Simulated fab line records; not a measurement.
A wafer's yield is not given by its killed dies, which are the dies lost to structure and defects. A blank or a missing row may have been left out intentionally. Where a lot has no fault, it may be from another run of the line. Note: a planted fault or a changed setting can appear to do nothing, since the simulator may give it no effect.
fab line records / flow n5-finfet
record: lots: 4 wafers: 12 last-day: 17
route steps=1938 shown BEOL_M14@1729 PASSIVATION@1936
lots that met no fault: taken from a fault-free run of the same line
start-h: hours from the record's first day to the start of the lot's first wafer shown / wait-h: hours since the lot's step before / " unchanged from the row above / L1.1+2: several wafers, shown together as one row / - either no value or no given start / * or withheld: withheld / < > ~ a bound
route shown NAME@n: NAME is a module with steps in the file, n the number in the route of the first one / usual: mean/standard deviation taken from wafers without a fault / same: alike in all rows / chamber/n: place in a boat / sites: per-site readings / _std_site: standard deviation across them / _edge_site: inner sites' mean taken away from outer sites' mean / radius-mm: how far each site lies from the wafer's centre / mask NAME#n: copy n / behind: the tool/chamber that last shaped the wafer / hold: why the lot was held/for how many hours/how that ended / device: which transistor (n, p or np) failed to switch / end of line: tests of these same wafers at the route's end / a step given without rows: its recipe and nothing more / killed: dies that structure and defects cost at the first sort, which is not the same as the wafer's yield / map: per-die view of a wafer (x killed, . not killed, _ where there is no die)
set.NAME: the setting that was run; set.NAME@STEP: the one run at that earlier step / model.NAME: the simulator's own value behind a step, which no gauge read
lots seen at some steps along the route; tables by step, rows by wafer
services: the hour from which a tool's chamber was out of use, counted from the record's first day as start-h (under 0 if before that day), plus the number of hours and why
== steps ==
step: N5_BEOL_M14_DESCUM_15
recipe: chemistry: O2 time-s: 7.9 source-power-w: 50 bias-power-w: 20 pressure-mtorr: 20 rf-frequency-hz: 2.712e+07 temp-c: 40 o2-flow-sccm: 225
step: N5_BEOL_M14_ETCH_59
recipe: chemistry: N2/H2 target: BARC target-depth-a: 890 overetch-a: 267 time-s: 67.9 ion-energy-ev: 200 pressure-mtorr: 30 source-w: 840 bias-w: 150 n2-flow-sccm: 200 h2-flow-sccm: 200
step: N5_BEOL_M14_VIA_ETCH_16
recipe: chemistry: C4F8/O2/Ar target: SiO2 he-inner-torr: 15 he-outer-torr: 30 target-depth-a: 12313 time-s: withheld ion-energy-ev: 800 pressure-mtorr: 20 source-w: 1905 bias-w: 2040 Ar_flow_sccm: 400 C4F8_flow_sccm: 16 O2_flow_sccm: 12 ends: cleared
step: N5_BEOL_M14_STRIP_63
recipe: chemistry: O2 power-w: 600 temp-c: 60 pressure-mtorr: 30 rf-frequency-hz: 6e+07 bias-power-w: 0 overash-fraction: 0.3 o2-flow-sccm: 225
step: N5_BEOL_M14_STRIP_64
recipe: chemistry: O2 power-w: 600 temp-c: 60 pressure-mtorr: 30 rf-frequency-hz: 6e+07 bias-power-w: 0 overash-fraction: 0.3 o2-flow-sccm: 225
step: N5_BEOL_M14_STRIP_71
recipe: chemistry: post-etch-residue-remover time-s: 60 temp-c: 25 remover-ph: withheld remover-water-wt-pct: withheld remover-fluoride-wt-pct: withheld
step: N5_BEOL_M14_SRD_72
recipe: time-s: 30 temp-c: 23 rinse-liquid: diw dry: n2-spin spin-rpm: 1500 dry-time-s: 30
step: N5_BEOL_M14_COAT_65
recipe: resist: SOC temp-c: 250 time-s: 60 spin-rpm: 1500 resist-thk-nm: 450
step: N5_BEOL_M14_COAT_66
recipe: resist: SiARC temp-c: 220 time-s: 60 spin-rpm: 1500 resist-thk-nm: 110
usual: spin-speed-rpm: 1500.1/0.77
lot.wafer=L711.4 tool=litho-track-01 chamber=0 start-h=264.09 wait-h=- spin-speed-rpm=1499.6 model.SiARC_of_BEOL_M14_COAT_66.thk-nm=110.8
lot.wafer=L711.5 tool=litho-track-01 chamber=0 start-h=264.09 wait-h=- spin-speed-rpm=1499.6 model.SiARC_of_BEOL_M14_COAT_66.thk-nm=110.8
lot.wafer=L711.6 tool=litho-track-01 chamber=0 start-h=264.09 wait-h=- spin-speed-rpm=1500.3 model.SiARC_of_BEOL_M14_COAT_66.thk-nm=110.6
lot.wafer=L720.1 tool=litho-track-01 chamber=0 start-h=350.14 wait-h=- spin-speed-rpm=1390.3 model.SiARC_of_BEOL_M14_COAT_66.thk-nm=114.8
lot.wafer=L720.3 tool=litho-track-01 chamber=0 start-h=350.14 wait-h=- spin-speed-rpm=1391.8 model.SiARC_of_BEOL_M14_COAT_66.thk-nm=114.6
lot.wafer=L720.6 tool=litho-track-01 chamber=0 start-h=350.14 wait-h=- spin-speed-rpm=1391.4 model.SiARC_of_BEOL_M14_COAT_66.thk-nm=114.8
lot.wafer=L725.2 tool=litho-track-01 chamber=0 start-h=364.66 wait-h=- spin-speed-rpm=1391.1 model.SiARC_of_BEOL_M14_COAT_66.thk-nm=114.8
lot.wafer=L725.3 tool=litho-track-01 chamber=0 start-h=364.66 wait-h=- spin-speed-rpm=1392.2 model.SiARC_of_BEOL_M14_COAT_66.thk-nm=114.8
lot.wafer=L725.5 tool=litho-track-01 chamber=0 start-h=364.66 wait-h=- spin-speed-rpm=1391.0 model.SiARC_of_BEOL_M14_COAT_66.thk-nm=115
lot.wafer=L727.1 tool=litho-track-04 chamber=0 start-h=386.58 wait-h=- spin-speed-rpm=1500.4 model.SiARC_of_BEOL_M14_COAT_66.thk-nm=110.2
lot.wafer=L727.2 tool=litho-track-04 chamber=0 start-h=386.58 wait-h=- spin-speed-rpm=1500.6 model.SiARC_of_BEOL_M14_COAT_66.thk-nm=109.8
lot.wafer=L727.4 tool=litho-track-04 chamber=0 start-h=386.58 wait-h=- spin-speed-rpm=1500.4 model.SiARC_of_BEOL_M14_COAT_66.thk-nm=109.8
step: N5_BEOL_M14_COAT_22
recipe: spin-rpm: 2888 resist-thk-nm: 300
step: N5_BEOL_M14_EBR_24
recipe: solvent: PGMEA ebr-width-mm: 1.5
step: N5_BEOL_M14_SOFTBAKE_23
recipe: temp-c: 130 time-s: 60
step: N5_BEOL_M14_EXPOSE_25
recipe: mask-id: M14 na: 0.8 source-shape: annular sigma-inner: 0.5 sigma-outer: 0.8 polarization: unpolarized target-cd-nm: 280 dose-mj: 26.6
step: N5_BEOL_M14_PEB_26
recipe: peb-temp-c: 130 peb-time-s: 90
step: N5_BEOL_M14_DEVELOP_27
recipe: develop-time-s: 45 rinse-liquid: diw dry: air-spin dev-temp-c: 21
step: N5_BEOL_M14_HARDBAKE_32
recipe: temp-c: 130 time-s: 120
step: N5_BEOL_M14_DESCUM_33
recipe: chemistry: O2 time-s: 7.9 source-power-w: 50 bias-power-w: 20 pressure-mtorr: 20 rf-frequency-hz: 2.712e+07 temp-c: 40 o2-flow-sccm: 225
step: N5_BEOL_M14_ETCH_67
recipe: chemistry: CF4 target: SiARC target-depth-a: 1430 time-s: 238.3 ion-energy-ev: 80 pressure-mtorr: 40 source-w: 545 bias-w: 36 Ar_flow_sccm: 100 cf4-flow-sccm: 100 ends: cleared
usual: drypump-motor-current-A: 5.8/0.45 etch-rf-on-time-s: 237/7.7 mfc-ar-sccm: 100.0/0.31 oes-product-au: 0.70/0.079 rf-vpp-V: 183.9/1.3 showerhead-plenum-p-Torr: 2.13/0.088 throttle-valve-pct: 15.48/0.2
lot.wafer=L711.4 tool=rie-diel-04 chamber=1 start-h=264.91 wait-h=0.0 drypump-motor-current-A=5.2 etch-rf-on-time-s=248 mfc-ar-sccm=99.8 oes-product-au=0.58 rf-hours-counter-h=220 rf-vpp-V=182.2 showerhead-plenum-p-Torr=2.04 throttle-valve-pct=15.44 model.etch.depth-nm=110.8 model.coat_of_BEOL_M14_COAT_22.thk-nm=210.4
lot.wafer=L711.5 tool=rie-diel-04 chamber=1 start-h=264.91 wait-h=0.0 drypump-motor-current-A=5.2 etch-rf-on-time-s=247 mfc-ar-sccm=100.1 oes-product-au=0.59 rf-hours-counter-h=- rf-vpp-V=182.8 showerhead-plenum-p-Torr=2.04 throttle-valve-pct=15.45 model.etch.depth-nm=110.9 model.coat_of_BEOL_M14_COAT_22.thk-nm=211
lot.wafer=L711.6 tool=rie-diel-04 chamber=2 start-h=264.91 wait-h=0.0 drypump-motor-current-A=5.8 etch-rf-on-time-s=245 mfc-ar-sccm=100.0 oes-product-au=0.60 rf-hours-counter-h=- rf-vpp-V=185.8 showerhead-plenum-p-Torr=2.19 throttle-valve-pct=15.77 model.etch.depth-nm=110.5 model.coat_of_BEOL_M14_COAT_22.thk-nm=210.8
lot.wafer=L720.1 tool=rie-diel-06 chamber=3 start-h=351.14 wait-h=0.0 drypump-motor-current-A=6.4 etch-rf-on-time-s=232 mfc-ar-sccm=100.0 oes-product-au=0.70 rf-hours-counter-h=121 rf-vpp-V=183.5 showerhead-plenum-p-Torr=2.04 throttle-valve-pct=15.46 model.etch.depth-nm=114.8 model.coat_of_BEOL_M14_COAT_22.thk-nm=209.2
lot.wafer=L720.3 tool=rie-diel-06 chamber=1 start-h=351.14 wait-h=0.0 drypump-motor-current-A=6.0 etch-rf-on-time-s=235 mfc-ar-sccm=99.9 oes-product-au=0.77 rf-hours-counter-h=42 rf-vpp-V=181.9 showerhead-plenum-p-Torr=2.08 throttle-valve-pct=15.58 model.etch.depth-nm=114.7 model.coat_of_BEOL_M14_COAT_22.thk-nm=209.2
lot.wafer=L720.6 tool=rie-diel-06 chamber=3 start-h=351.14 wait-h=0.0 drypump-motor-current-A=6.4 etch-rf-on-time-s=230 mfc-ar-sccm=100.2 oes-product-au=0.70 rf-hours-counter-h=- rf-vpp-V=183.2 showerhead-plenum-p-Torr=2.04 throttle-valve-pct=15.45 model.etch.depth-nm=114.9 model.coat_of_BEOL_M14_COAT_22.thk-nm=208.8
lot.wafer=L725.2 tool=rie-diel-04 chamber=2 start-h=365.22 wait-h=0.0 drypump-motor-current-A=5.8 etch-rf-on-time-s=251 mfc-ar-sccm=99.6 oes-product-au=0.58 rf-hours-counter-h=245 rf-vpp-V=184.8 showerhead-plenum-p-Torr=2.18 throttle-valve-pct=15.84 model.etch.depth-nm=114.8 model.coat_of_BEOL_M14_COAT_22.thk-nm=207.6
lot.wafer=L725.3 tool=rie-diel-04 chamber=0 start-h=365.22 wait-h=0.0 drypump-motor-current-A=5.6 etch-rf-on-time-s=252 mfc-ar-sccm=99.5 oes-product-au=0.73 rf-hours-counter-h=54 rf-vpp-V=184.6 showerhead-plenum-p-Torr=2.27 throttle-valve-pct=15.26 model.etch.depth-nm=114.9 model.coat_of_BEOL_M14_COAT_22.thk-nm=208.6
lot.wafer=L725.5 tool=rie-diel-04 chamber=3 start-h=365.22 wait-h=0.0 drypump-motor-current-A=5.3 etch-rf-on-time-s=248 mfc-ar-sccm=99.5 oes-product-au=0.69 rf-hours-counter-h=- rf-vpp-V=182.8 showerhead-plenum-p-Torr=2.07 throttle-valve-pct=15.28 model.etch.depth-nm=115 model.coat_of_BEOL_M14_COAT_22.thk-nm=208.4
lot.wafer=L727.1 tool=rie-diel-06 chamber=2 start-h=386.99 wait-h=0.0 drypump-motor-current-A=5.4 etch-rf-on-time-s=235 mfc-ar-sccm=100.2 oes-product-au=0.79 rf-hours-counter-h=11 rf-vpp-V=183.8 showerhead-plenum-p-Torr=2.25 throttle-valve-pct=15.35 model.etch.depth-nm=110.2 model.coat_of_BEOL_M14_COAT_22.thk-nm=212.4
lot.wafer=L727.2 tool=rie-diel-06 chamber=3 start-h=386.99 wait-h=0.0 drypump-motor-current-A=6.4 etch-rf-on-time-s=221 mfc-ar-sccm=100.1 oes-product-au=0.70 rf-hours-counter-h=129 rf-vpp-V=183.1 showerhead-plenum-p-Torr=2.04 throttle-valve-pct=15.49 model.etch.depth-nm=109.8 model.coat_of_BEOL_M14_COAT_22.thk-nm=211.2
lot.wafer=L727.4 tool=rie-diel-06 chamber=1 start-h=386.99 wait-h=0.0 drypump-motor-current-A=6.0 etch-rf-on-time-s=223 mfc-ar-sccm=100.0 oes-product-au=0.75 rf-hours-counter-h=55 rf-vpp-V=183.4 showerhead-plenum-p-Torr=2.08 throttle-valve-pct=15.63 model.etch.depth-nm=109.7 model.coat_of_BEOL_M14_COAT_22.thk-nm=211.2
step: N5_BEOL_M14_ETCH_68
recipe: chemistry: N2/H2 target: SOC mask-material: SiARC source-w: 3000 bias-w: 350 temp-c: 40 time-s: 450 ion-energy-ev: 200 pressure-mtorr: 30 n2-flow-sccm: 200 h2-flow-sccm: 200
usual: drypump-motor-current-A: 5.8/0.45 oes-product-au: 0.81/0.091 rf-vpp-V: 523.6/2.9 showerhead-plenum-p-Torr: 2.53/0.11 throttle-valve-pct: 17.66/0.25
lot.wafer=L711.4 tool=rie-diel-04 chamber=1 start-h=265.06 wait-h=0.1 drypump-motor-current-A=5.2 oes-product-au=0.68 rf-hours-counter-h=220 rf-vpp-V=519.5 showerhead-plenum-p-Torr=2.42 throttle-valve-pct=17.45 model.SiARC_of_BEOL_M14_COAT_66.thk-nm=67.4
lot.wafer=L711.5 tool=rie-diel-04 chamber=1 start-h=265.06 wait-h=0.1 drypump-motor-current-A=5.2 oes-product-au=0.68 rf-hours-counter-h=- rf-vpp-V=519.4 showerhead-plenum-p-Torr=2.42 throttle-valve-pct=17.45 model.SiARC_of_BEOL_M14_COAT_66.thk-nm=67.6
lot.wafer=L711.6 tool=rie-diel-04 chamber=2 start-h=265.06 wait-h=0.1 drypump-motor-current-A=5.8 oes-product-au=0.70 rf-hours-counter-h=- rf-vpp-V=526.8 showerhead-plenum-p-Torr=2.63 throttle-valve-pct=18.05 model.SiARC_of_BEOL_M14_COAT_66.thk-nm=66.8
lot.wafer=L720.1 tool=rie-diel-06 chamber=3 start-h=351.29 wait-h=0.1 drypump-motor-current-A=6.5 oes-product-au=0.79 rf-hours-counter-h=121 rf-vpp-V=521.6 showerhead-plenum-p-Torr=2.45 throttle-valve-pct=17.78 model.SiARC_of_BEOL_M14_COAT_66.thk-nm=69.4
lot.wafer=L720.3 tool=rie-diel-06 chamber=1 start-h=351.29 wait-h=0.1 drypump-motor-current-A=6.0 oes-product-au=0.88 rf-hours-counter-h=42 rf-vpp-V=522.6 showerhead-plenum-p-Torr=2.48 throttle-valve-pct=17.73 model.SiARC_of_BEOL_M14_COAT_66.thk-nm=68.8
lot.wafer=L720.6 tool=rie-diel-06 chamber=3 start-h=351.29 wait-h=0.1 drypump-motor-current-A=6.5 oes-product-au=0.80 rf-hours-counter-h=- rf-vpp-V=521.9 showerhead-plenum-p-Torr=2.45 throttle-valve-pct=17.80 model.SiARC_of_BEOL_M14_COAT_66.thk-nm=69.4
lot.wafer=L725.2 tool=rie-diel-04 chamber=2 start-h=365.36 wait-h=0.1 drypump-motor-current-A=5.8 oes-product-au=0.67 rf-hours-counter-h=246 rf-vpp-V=526.5 showerhead-plenum-p-Torr=2.62 throttle-valve-pct=18.13 model.SiARC_of_BEOL_M14_COAT_66.thk-nm=71
lot.wafer=L725.3 tool=rie-diel-04 chamber=0 start-h=365.36 wait-h=0.1 drypump-motor-current-A=5.6 oes-product-au=0.86 rf-hours-counter-h=54 rf-vpp-V=528.2 showerhead-plenum-p-Torr=2.70 throttle-valve-pct=17.56 model.SiARC_of_BEOL_M14_COAT_66.thk-nm=70.6
lot.wafer=L725.5 tool=rie-diel-04 chamber=3 start-h=365.36 wait-h=0.1 drypump-motor-current-A=5.3 oes-product-au=0.79 rf-hours-counter-h=- rf-vpp-V=522.0 showerhead-plenum-p-Torr=2.45 throttle-valve-pct=17.36 model.SiARC_of_BEOL_M14_COAT_66.thk-nm=70.4
lot.wafer=L727.1 tool=rie-diel-06 chamber=2 start-h=387.13 wait-h=0.1 drypump-motor-current-A=5.5 oes-product-au=0.91 rf-hours-counter-h=11 rf-vpp-V=528.1 showerhead-plenum-p-Torr=2.74 throttle-valve-pct=17.85 model.SiARC_of_BEOL_M14_COAT_66.thk-nm=65.2
lot.wafer=L727.2 tool=rie-diel-06 chamber=3 start-h=387.13 wait-h=0.1 drypump-motor-current-A=6.5 oes-product-au=0.78 rf-hours-counter-h=129 rf-vpp-V=521.6 showerhead-plenum-p-Torr=2.45 throttle-valve-pct=17.81 model.SiARC_of_BEOL_M14_COAT_66.thk-nm=64.6
lot.wafer=L727.4 tool=rie-diel-06 chamber=1 start-h=387.13 wait-h=0.1 drypump-motor-current-A=6.0 oes-product-au=0.86 rf-hours-counter-h=55 rf-vpp-V=522.6 showerhead-plenum-p-Torr=2.47 throttle-valve-pct=17.75 model.SiARC_of_BEOL_M14_COAT_66.thk-nm=64.4
step: N5_BEOL_M14_STRIP_69
recipe: chemistry: N2/H2 temp-c: 40 n2-flow-sccm: 200 h2-flow-sccm: 200 rf-frequency-hz: 6e+07
step: N5_PASSIVATION_PROBE_49
usual: defect-limited-yield: 91.1/1.5 killed_at_M0_to_M3: 37/11 killed_at_M4_up: 13/5.6 killed-at-contacts: 12/5.6 killed-at-front-end: 39/11 killed-at-other: 4/3.1 killed-dies: 105/18 killed-on-rim: 14/3.8 killed-open: 69/13 killed-short: 35/7.4 sort_bin_5_function: 5.1/0.92 sort_bin_6_memory: 3.4/0.76 sort-n-pass: 1075/18 sort-yield-pct: 91.1/1.5
same: gross-dies: 1180 killed-at-back-side: 0 sort_bin_4_leakage[%]: 0 sort_bin_8_speed[%]: 0
lot.wafer=L720.1 tool=prober-01 chamber=- start-h=381.22 wait-h=0.0 defect-limited-yield[%]=90.8 killed_at_M0_to_M3=26 killed_at_M4_up=13 killed-at-contacts=20 killed-at-front-end=42 killed-at-other=8 killed-dies=109 killed-on-rim=12 killed-open=71 killed-short=36 sort_bin_5_function[%]=5.4 sort_bin_6_memory[%]=3.1 sort-n-pass=1071 sort-yield-pct[%]=90.8
lot.wafer=L720.3 tool=prober-01 chamber=- start-h=381.32 wait-h=0.1 defect-limited-yield[%]=91.4 killed_at_M0_to_M3=52 killed_at_M4_up=13 killed-at-contacts=10 killed-at-front-end=26 killed-at-other=0 killed-dies=101 killed-on-rim=18 killed-open=68 killed-short=32 sort_bin_5_function[%]=4.7 sort_bin_6_memory[%]=3.4 sort-n-pass=1079 sort-yield-pct[%]=91.4
lot.wafer=L727.1 tool=prober-01 chamber=- start-h=413.63 wait-h=0.0 defect-limited-yield[%]=90.9 killed_at_M0_to_M3=30 killed_at_M4_up=19 killed-at-contacts=1 killed-at-front-end=51 killed-at-other=6 killed-dies=107 killed-on-rim=14 killed-open=71 killed-short=36 sort_bin_5_function[%]=5.5 sort_bin_6_memory[%]=3.6 sort-n-pass=1073 sort-yield-pct[%]=90.9
lot.wafer=L727.2 tool=prober-01 chamber=- start-h=413.68 wait-h=0.1 defect-limited-yield[%]=90.8 killed_at_M0_to_M3=50 killed_at_M4_up=13 killed-at-contacts=4 killed-at-front-end=37 killed-at-other=4 killed-dies=108 killed-on-rim=15 killed-open=70 killed-short=38 sort_bin_5_function[%]=5.4 sort_bin_6_memory[%]=3.6 sort-n-pass=1072 sort-yield-pct[%]=90.8
lot.wafer=L727.4 tool=prober-01 chamber=- start-h=413.78 wait-h=0.2 defect-limited-yield[%]=93.1 killed_at_M0_to_M3=38 killed_at_M4_up=15 killed-at-contacts=3 killed-at-front-end=20 killed-at-other=6 killed-dies=82 killed-on-rim=6 killed-open=53 killed-short=27 sort_bin_5_function[%]=4.5 sort_bin_6_memory[%]=2.1 sort-n-pass=1098 sort-yield-pct[%]=93.1
killed by level:class
L720.1 MOL_CONTACT_COAG:geometric-particle:open=14 STI_FIN_REVEAL:geometric-particle:open=11 BEOL_M5:geometric-particle:open=8 STARTING-WAFER:geometric-particle:open=7 BEOL_M0_SAQP:geometric-particle:open=6 MOL_CONTACT_COAG:geometric-particle:short=6 FIN_SAQP:geometric-particle:short=5 BEOL_M0_SAQP:geometric-particle:short=5
L720.3 BEOL_M0_SAQP:geometric-particle:short=14 BEOL_M0_SAQP:geometric-particle:open=13 BEOL_M2:geometric-particle:open=12 MOL_CONTACT_COAG:geometric-particle:open=8 BEOL_M1:geometric-particle:open=5 FIN_SAQP:geometric-particle:open=4 BEOL_M5:geometric-particle:open=4 FIN_SAQP:geometric-particle:short=3
L727.1 STI_FIN_REVEAL:geometric-particle:open=17 BEOL_M0_SAQP:geometric-particle:open=8 BEOL_M4:geometric-particle:open=7 FIN_SAQP:geometric-particle:short=6 BEOL_M3:geometric-particle:open=6 STARTING-WAFER:geometric-particle:short=6 FIN_SAQP:geometric-particle:open=5 STI_FIN_REVEAL:geometric-particle:short=5
L727.2 BEOL_M0_SAQP:geometric-particle:short=15 STI_FIN_REVEAL:geometric-particle:open=14 BEOL_M0_SAQP:geometric-particle:open=14 BEOL_M3:geometric-particle:open=12 STI_FIN_REVEAL:geometric-particle:short=6 BEOL_M4:geometric-particle:open=6 BEOL_M8:geometric-particle:open=4 FIN_SAQP:geometric-particle:short=3
L727.4 BEOL_M0_SAQP:geometric-particle:open=13 BEOL_M4:geometric-particle:open=8 BEOL_M0_SAQP:geometric-particle:short=7 BEOL_M3:geometric-particle:open=6 BEOL_M2:geometric-particle:open=5 STI_FIN_REVEAL:geometric-particle:open=4 GATE_CUT:geometric-particle:short=3 BEOL_M1:geometric-particle:open=3
== services ==
tool=litho-track-01 chamber=- start-h=262.23 hours=- kind=consumable-replace:filter
tool=rie-diel-04 chamber=- start-h=266.81 hours=2.4 kind=repair
tool=rie-diel-06 chamber=- start-h=267.21 hours=0.6 kind=repair
tool=litho-track-04 chamber=- start-h=267.89 hours=- kind=consumable-replace:filter
tool=rie-diel-06 chamber=- start-h=275.37 hours=4.3 kind=pm
tool=rie-diel-06 chamber=2 start-h=294.86 hours=13.9 kind=repair
tool=rie-diel-04 chamber=2 start-h=302.94 hours=7.1 kind=repair
tool=rie-diel-04 chamber=2 start-h=310.68 hours=4.4 kind=repair
tool=rie-diel-06 chamber=2 start-h=334.08 hours=- kind=clean
tool=rie-diel-06 chamber=2 start-h=334.08 hours=- kind=consumable-replace:focus-ring
tool=rie-diel-06 chamber=2 start-h=334.08 hours=- kind=consumable-replace:showerhead
tool=rie-diel-06 chamber=2 start-h=334.08 hours=21.2 kind=scheduled-down
tool=rie-diel-06 chamber=2 start-h=334.08 hours=21.2 kind=vent-cycle
tool=rie-diel-04 chamber=3 start-h=347.13 hours=14.3 kind=repair
tool=rie-diel-06 chamber=3 start-h=352.68 hours=16.5 kind=repair
tool=litho-track-01 chamber=- start-h=353.04 hours=- kind=consumable-replace:filter
tool=rie-diel-04 chamber=1 start-h=361.41 hours=- kind=clean
tool=rie-diel-04 chamber=1 start-h=361.41 hours=- kind=consumable-replace:focus-ring
tool=rie-diel-04 chamber=1 start-h=361.41 hours=- kind=consumable-replace:showerhead
tool=rie-diel-04 chamber=1 start-h=361.41 hours=23.5 kind=scheduled-down
tool=rie-diel-04 chamber=1 start-h=361.41 hours=23.5 kind=vent-cycle
== key ==
first-sign: step: N5_BEOL_M14_COAT_66 reading: spin-speed-rpm direction: down sigmas: 99+ usual: * struck: *
effect none on later readings
model-effect: step: N5_BEOL_M14_COAT_66 value: SiARC_of_BEOL_M14_COAT_66.thk-nm without: 110.6 struck: 114.8
model-effect: step: N5_BEOL_M14_ETCH_67 value: etch.depth-nm without: 110.6 struck: 114.9
model-effect: step: N5_BEOL_M14_ETCH_68 value: SiARC_of_BEOL_M14_COAT_66.thk-nm without: 65.67 struck: 69.93
met-at N5_BEOL_M14_COAT_66
struck-wafers L720.1,L720.3,L720.6,L725.2,L725.3,L725.5
onset-between 264.09 350.14
fault: kind: process-parameter-drift tool: litho-track-01 chamber: - onset-h: 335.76 steps: N5_BEOL_M14_COAT_66 channel: spin-rpm offset: * shape: step end-h: 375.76 acts-in: * stated: *
